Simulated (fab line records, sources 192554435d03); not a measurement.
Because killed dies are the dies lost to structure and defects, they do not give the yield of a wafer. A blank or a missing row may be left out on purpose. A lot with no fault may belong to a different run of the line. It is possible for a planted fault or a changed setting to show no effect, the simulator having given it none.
Matching of chambers ; flow n5 finfet ; N5_BEOL_M3_ILD_DEP_00 on pecvd-02 has 3 sister chambers
The step deposits SiOC from DEMS/O2, target thk 79 nm, time 15.3 s. 3 wafers are shown with their chamber, then 7 later ones without.

WAFERS, EACH WITH ITS CHAMBER
wafer;chamber;heater power w (W)
L083.5;1;623
L085.3;0;434
L085.5;2;633

WAFERS MISSING THEIR CHAMBER
wafer;heater power w (W)
L085.6;613
L092.1;687
L092.2;404
L092.3;568
L094.3;426
L094.5;661
L094.6;435

CHAMBER TAKEN BY EACH
wafer;from the rows above;in truth
L085.6;can't be placed: 1 or 2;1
L092.1;can't be placed: 2 or 1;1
L092.2;0;0
L092.3;can't be placed: 1 or 2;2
L094.3;0;0
L094.5;can't be placed: 2 or 1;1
L094.6;0;0
Placed correctly: 3 of 7. Can't be placed from these rows: 4 (the true chamber is among the candidates in 4). Wrongly placed: 0.
How it was worked out, from the rows above alone: a wafer's distance from a chamber is the root of the sum, over the readings, of the square of ((its reading less the chamber's mean) divided by the reading's scatter). If the next closest chamber is less than 2 further off than the closest, the wafer can't be placed; otherwise it belongs to the closest. A chamber's mean is the mean of its shown wafers. The scatter: root of mean squared gap, hidden wafer to nearest shown wafer, with one shown wafer a chamber.
